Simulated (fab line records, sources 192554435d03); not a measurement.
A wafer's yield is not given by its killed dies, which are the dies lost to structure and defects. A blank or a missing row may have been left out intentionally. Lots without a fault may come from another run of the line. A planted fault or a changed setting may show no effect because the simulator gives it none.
Which tool did it? ; flow n5_finfet ; 15 lots with 41 wafers sampled at 7 steps, on a route of 1938 steps

WHAT THE GAUGES SHOWED, per wafer
N5_BEOL_M4_RS_MEAS_58: the measuring method here is four-point-probe. Usual: M4_RS gives 0.67 ohm/sq (standard deviation 0.036).
lot;measured;on;M4_RS (ohm/sq);flag
L279;day 8 00:43;film_metro-01;0.69 0.65 0.65;
L281;day 8 02:41;film_metro-01;0.72 0.71 0.70;
L282;day 8 23:28;film_metro-01;0.61 0.67 0.64;
L283;day 8 23:37;film_metro-01;0.64 0.67 0.63;
L284;day 9 02:04;film_metro-01;0.71 0.72;
L285;day 9 21:23;film_metro-01;0.68 0.66;
L286;day 9 23:05;film_metro-02;0.64 0.65;
L291;day 11 22:40;film_metro-02;0.63 0.62 0.64;
L293;day 12 03:43;film_metro-02;0.70 0.64 0.68;
L295;day 12 06:38;film_metro-01;0.65 0.70 0.70;
L296;day 12 08:09;film_metro-02;0.73 0.68 0.67;
L298;day 13 00:35;film_metro-01;0.65 0.66;
L300;day 13 06:02;film_metro-01;0.61 0.61 0.68;
L301;day 14 11:59;film_metro-01;0.67 0.67 0.73;
L302;day 14 15:39;film_metro-01;0.67 0.71 0.70;

N5_BEOL_M4_INSPECT_59: inspects for defects (darkfield). Usual: raw_defect_count reads 71 (standard deviation 20).
lot;measured;on;raw_defect_count;flag
L279;day 8 00:44;defect_inspect-01;48 74 55;
L281;day 8 02:43;defect_inspect-01;58 66 88;
L282;day 8 23:29;defect_inspect-01;54 84 82;
L283;day 8 23:38;defect_inspect-02;33 43 56;
L284;day 9 02:05;defect_inspect-02;51 59;
L285;day 9 21:24;defect_inspect-01;76 57;
L286;day 9 23:07;defect_inspect-01;79 94;
L291;day 11 22:42;defect_inspect-02;46 98 85;
L293;day 12 03:44;defect_inspect-01;59 64 56;
L295;day 12 06:40;defect_inspect-02;70 58 68;
L296;day 12 08:11;defect_inspect-01;59 79 71;
L298;day 13 00:37;defect_inspect-02;88 88;
L300;day 13 06:04;defect_inspect-01;101 84 106;
L301;day 14 12:01;defect_inspect-02;77 47 52;
L302;day 14 15:41;defect_inspect-01;58 119 76;

N5_BEOL_M5_THK_MEAS_01. Usual: M5_ILD_THK gives 120.8 nm (standard deviation 1.5).
lot;measured;on;M5_ILD_THK (nm);flag
L279;day 8 02:18;film_metro-01;119.5 121.7 121.9;
L281;day 8 04:17;film_metro-02;117.7 120.2 117.8;
L282;day 9 01:02;film_metro-02;120.1 119.5 122.1;
L283;day 9 01:16;film_metro-02;120.6 123.3 120.8;
L284;day 9 03:39;film_metro-01;121.6 122.0;
L285;day 9 22:58;film_metro-01;123.4 121.7;
L286;day 10 00:41;film_metro-01;119.2 119.9;
L291;day 12 01:14;film_metro-01;118.6 120.7 120.8;
L293;day 12 05:18;film_metro-01;122.9 123.3 123.9;
L295;day 12 08:14;film_metro-01;120.1 122.4 120.6;
L296;day 12 09:45;film_metro-02;120.6 121.4 122.1;
L298;day 13 02:40;film_metro-02;118.1 120.9;
L300;day 13 07:38;film_metro-02;118.1 118.8 120.9;
L301;day 14 13:34;film_metro-01;122.9 120.9 123.6;
L302;day 14 17:16;film_metro-02;120.6 121.8 120.6;

N5_BEOL_M5_CD_MEAS_18: pitch 56 nm, target cd 28 nm. Usual: cd_nm reads 28.0 nm (standard deviation 0.35).
lot;measured;on;cd_nm (nm);flag
L279;day 8 03:51;cd_sem-01;27.7 28.2 28.1;
L281;day 8 06:37;cd_sem-02;27.8 28.5 28.4;
L282;day 9 03:10;cd_sem-01;28.3 27.9 28.5;
L283;day 9 03:31;cd_sem-03;27.8 27.8 27.1;
L284;day 9 06:25;cd_sem-01;27.9 28.0;
L285;day 10 00:29;cd_sem-03;28.0 28.7;
L286;day 10 02:25;cd_sem-03;27.8 27.8;
L291;day 12 03:44;cd_sem-03;27.9 27.9 27.6;
L293;day 12 07:55;cd_sem-01;- - -;OFF
L295;day 12 11:00;cd_sem-03;- - -;OFF
L296;day 12 11:42;cd_sem-01;- - -;OFF
L298;day 13 03:49;cd_sem-01;28.9 28.0;
L300;day 13 10:14;cd_sem-01;27.7 28.1 28.3;
L301;day 14 14:46;cd_sem-03;27.4 27.2 27.5;
L302;day 14 19:44;cd_sem-02;28.1 28.1 27.6;

WHICH TOOL RAN EACH LOT (tool, then ch and the chambers of the sampled wafers, then the start)
lot;N5_BEOL_M5_ETCH_61;N5_BEOL_M5_ETCH_62;N5_BEOL_M5_HM_OPEN_17
L279;rie_diel-05 ch 2,3, day 8 03:20;rie_diel-05 ch 2,3, day 8 03:22;rie_metal-03 ch 0,1, day 8 03:31
L281;rie_diel-05 ch 2,3, day 8 06:07;rie_diel-05 ch 2,3, day 8 06:09;rie_metal-02 ch 0,1, day 8 06:20
L282;rie_diel-06 ch 0,2,3, day 9 02:38;rie_diel-06 ch 0,2,3, day 9 02:40;rie_metal-03 ch 0, day 9 02:50
L283;rie_diel-05 ch 1,2,3, day 9 02:52;rie_diel-05 ch 1,2,3, day 9 02:54;rie_metal-01 ch 0,1, day 9 03:04
L284;rie_diel-01 ch 1,2, day 9 05:58;rie_diel-01 ch 1,2, day 9 06:00;rie_metal-02 ch 1, day 9 06:11
L285;rie_diel-01 ch 0,3, day 10 00:07;rie_diel-01 ch 0,3, day 10 00:11;rie_metal-03 ch 0,1, day 10 00:22
L286;rie_diel-05 ch 0,1, day 10 02:02;rie_diel-05 ch 0,1, day 10 02:04;rie_metal-03 ch 0, day 10 02:14
L291;rie_diel-05 ch 0,1,3, day 12 03:22;rie_diel-05 ch 0,1,3, day 12 03:23;rie_metal-01 ch 0,1, day 12 03:33
L293;rie_diel-05 ch 0,3, day 12 07:32;rie_diel-05 ch 0,3, day 12 07:34;rie_metal-03 ch 0,1, day 12 07:46
L295;rie_diel-06 ch 0,2,3, day 12 10:37;rie_diel-06 ch 0,2,3, day 12 10:39;rie_metal-03 ch 0,1, day 12 10:49
L296;rie_diel-05 ch 0,1,2, day 12 11:19;rie_diel-05 ch 0,1,2, day 12 11:21;rie_metal-03 ch 0,1, day 12 11:31
L298;rie_diel-06 ch 0,3, day 13 03:26;rie_diel-06 ch 0,3, day 13 03:28;rie_metal-03 ch 1, day 13 03:38
L300;rie_diel-06 ch 0,1,2, day 13 09:45;rie_diel-06 ch 0,1,2, day 13 09:47;rie_metal-03 ch 0,1, day 13 09:56
L301;rie_diel-05 ch 0,1,2, day 14 14:23;rie_diel-05 ch 0,1,2, day 14 14:25;rie_metal-01 ch 0,1, day 14 14:34
L302;rie_diel-05 ch 2,3, day 14 19:22;rie_diel-05 ch 2,3, day 14 19:23;rie_metal-03 ch 0,1, day 14 19:34
- N5_BEOL_M5_ETCH_61: etches SiARC in CF4, target depth 15.6 nm, time 26 s.
- N5_BEOL_M5_ETCH_62: etches SOC in N2/H2, target depth 75 nm, overetch 15 nm, time 112.5 s.
- N5_BEOL_M5_HM_OPEN_17: chemistry Cl2/BCl3, target TiN, target depth 20 nm, overetch 6 nm.

WHAT THE TOOLS THEMSELVES READ (means of the sampled wafers that have a number; where no wafer has one, the mark that the record gives instead)
N5_BEOL_M5_ETCH_61. Usual: bias_w 35.99 W, standard deviation 0.11; cf4_flow_sccm 100.01 sccm, standard deviation 0.28; drypump_motor_current_A 5.8 A, standard deviation 0.42; etch_rf_on_time_s 26.2 s, standard deviation 0.7; oes_product_au 0.68 a.u., standard deviation 0.085; rf_vpp_V 184.2 V, standard deviation 1.2; showerhead_plenum_p_Torr 2.16 Torr, standard deviation 0.073; throttle_valve_pct 15.67 %, standard deviation 0.24.
lot;tool;bias_w (W);cf4_flow_sccm (sccm);drypump_motor_current_A (A);etch_rf_on_time_s (s);oes_product_au (a.u.);rf_vpp_V (V);showerhead_plenum_p_Torr (Torr);throttle_valve_pct (%);flag
L279;rie_diel-05;36.02;100.21;5.7;26.5;0.69;185.1;2.22;15.74;
L281;rie_diel-05;36.11;100.40;5.6;26.7;0.75;185.0;2.21;15.71;
L282;rie_diel-06;35.90;100.06;5.7;26.1;0.65;182.8;2.06;15.91;
L283;rie_diel-05;36.03;99.82;5.8;26.5;0.76;184.4;2.21;15.53;
L284;rie_diel-01;36.05;100.15;5.5;26.6;0.59;183.4;2.14;15.65;
L285;rie_diel-01;35.95;99.97;6.3;24.7;0.73;183.6;2.11;15.62;
L286;rie_diel-05;36.12;100.38;5.8;26.3;0.72;183.4;2.12;15.39;
L291;rie_diel-05;35.95;99.90;5.8;26.7;0.67;183.9;2.15;15.57;
L293;rie_diel-05;-;-;-;-;-;-;-;-;OFF
L295;rie_diel-06;-;-;-;-;-;-;-;-;OFF
L296;rie_diel-05;-;-;-;-;-;-;-;-;OFF
L298;rie_diel-06;36.09;100.09;5.7;26.0;0.75;184.8;2.19;15.57;
L300;rie_diel-06;35.99;99.59;5.8;25.1;0.74;185.2;2.26;15.77;
L301;rie_diel-05;36.05;100.15;5.7;26.7;0.69;183.7;2.14;15.57;
L302;rie_diel-05;36.01;99.69;5.6;27.0;0.67;185.0;2.20;15.80;

N5_BEOL_M5_ETCH_62. Usual: bias_w 149.9 W, standard deviation 0.47; chamber_pressure_mTorr 30.001 mTorr, standard deviation 0.029; drypump_motor_current_A 5.8 A, standard deviation 0.42; oes_product_au 0.63 a.u., standard deviation 0.076; rf_vpp_V 524.2 V, standard deviation 2.8; showerhead_plenum_p_Torr 2.56 Torr, standard deviation 0.094; temp_c 40.02 C, standard deviation 0.11; throttle_valve_pct 17.92 %, standard deviation 0.26.
lot;tool;bias_w (W);chamber_pressure_mTorr (mTorr);drypump_motor_current_A (A);oes_product_au (a.u.);rf_vpp_V (V);showerhead_plenum_p_Torr (Torr);temp_c (C);throttle_valve_pct (%);flag
L279;rie_diel-05;150.2;30.020;5.8;0.65;526.2;2.64;39.94;18.06;
L281;rie_diel-05;149.7;30.018;5.6;0.70;525.7;2.63;40.00;18.03;
L282;rie_diel-06;149.9;29.993;5.7;0.60;520.3;2.43;40.00;18.12;
L283;rie_diel-05;150.0;29.998;5.9;0.71;526.3;2.63;40.07;17.83;
L284;rie_diel-01;150.2;29.976;5.5;0.56;523.1;2.54;39.91;17.80;
L285;rie_diel-01;149.2;30.005;6.3;0.66;522.4;2.51;40.00;17.77;
L286;rie_diel-05;150.4;29.974;5.8;0.68;522.8;2.52;39.96;17.66;
L291;rie_diel-05;150.2;29.988;5.9;0.63;524.2;2.56;39.98;17.84;
L293;rie_diel-05;149.8;29.999;5.7;0.27;523.7;2.57;40.04;18.05;OFF
L295;rie_diel-06;150.0;29.993;5.7;0.34;526.5;2.63;39.96;17.82;OFF
L296;rie_diel-05;150.2;30.027;5.7;0.31;523.8;2.55;40.06;17.76;OFF
L298;rie_diel-06;150.1;30.004;5.7;0.70;524.5;2.58;40.04;17.73;
L300;rie_diel-06;149.6;30.038;5.8;0.67;528.0;2.68;40.02;18.05;
L301;rie_diel-05;149.6;29.998;5.7;0.64;524.1;2.54;40.12;17.84;
L302;rie_diel-05;150.1;30.005;5.6;0.64;525.1;2.60;40.08;18.11;

N5_BEOL_M5_HM_OPEN_17. Usual: drypump_motor_current_A 5.7 A, standard deviation 0.39; oes_product_au 0.70 a.u., standard deviation 0.092; throttle_valve_pct 21.98 %, standard deviation 0.24.
lot;tool;drypump_motor_current_A (A);oes_product_au (a.u.);throttle_valve_pct (%);flag
L279;rie_metal-03;5.6;0.56;22.12;
L281;rie_metal-02;5.6;0.60;22.22;
L282;rie_metal-03;5.3;0.64;21.78;
L283;rie_metal-01;6.2;0.81;22.33;
L284;rie_metal-02;6.3;0.55;22.01;
L285;rie_metal-03;5.4;0.73;21.84;
L286;rie_metal-03;5.3;0.64;21.79;
L291;rie_metal-01;6.2;0.78;22.34;
L293;rie_metal-03;5.4;0.30;22.49;OFF
L295;rie_metal-03;5.4;0.30;22.49;OFF
L296;rie_metal-03;5.4;0.30;22.49;OFF
L298;rie_metal-03;5.6;0.79;21.95;
L300;rie_metal-03;5.5;0.72;21.89;
L301;rie_metal-01;6.2;0.75;22.36;
L302;rie_metal-03;5.4;0.66;21.86;

THE ANSWER, worked out from the rows above alone
Rule: lot off if the mean of its wafers having a number is beyond 3 standard deviations from the usual mean. Also off: a lot with no number at a reading for which 4 or more lots have one. The other lots that the step has rows for count as sound. Order of review: gauges by route order, followed by the tools' own readings, for which a lot's mean as printed above is used. The first step at which some lot is off is used, and at that step the reading that is off furthest; a lot without a number counts as furthest.
Off, at N5_BEOL_M5_CD_MEAS_18 on cd_nm: L293, L295, L296. Without a number there: L293, L295, L296.
A tool fits if, at a process step before that reading, it ran every lot that is off, and no sound lot after the first of them. The gauges at N5_BEOL_M5_CD_MEAS_18 aren't tried: what is off there is off at N5_BEOL_M5_ETCH_61 too, on other tools, and a gauge's error can't cause that. No candidate that was tried fits.

WHAT THE SIMULATOR PUT IN
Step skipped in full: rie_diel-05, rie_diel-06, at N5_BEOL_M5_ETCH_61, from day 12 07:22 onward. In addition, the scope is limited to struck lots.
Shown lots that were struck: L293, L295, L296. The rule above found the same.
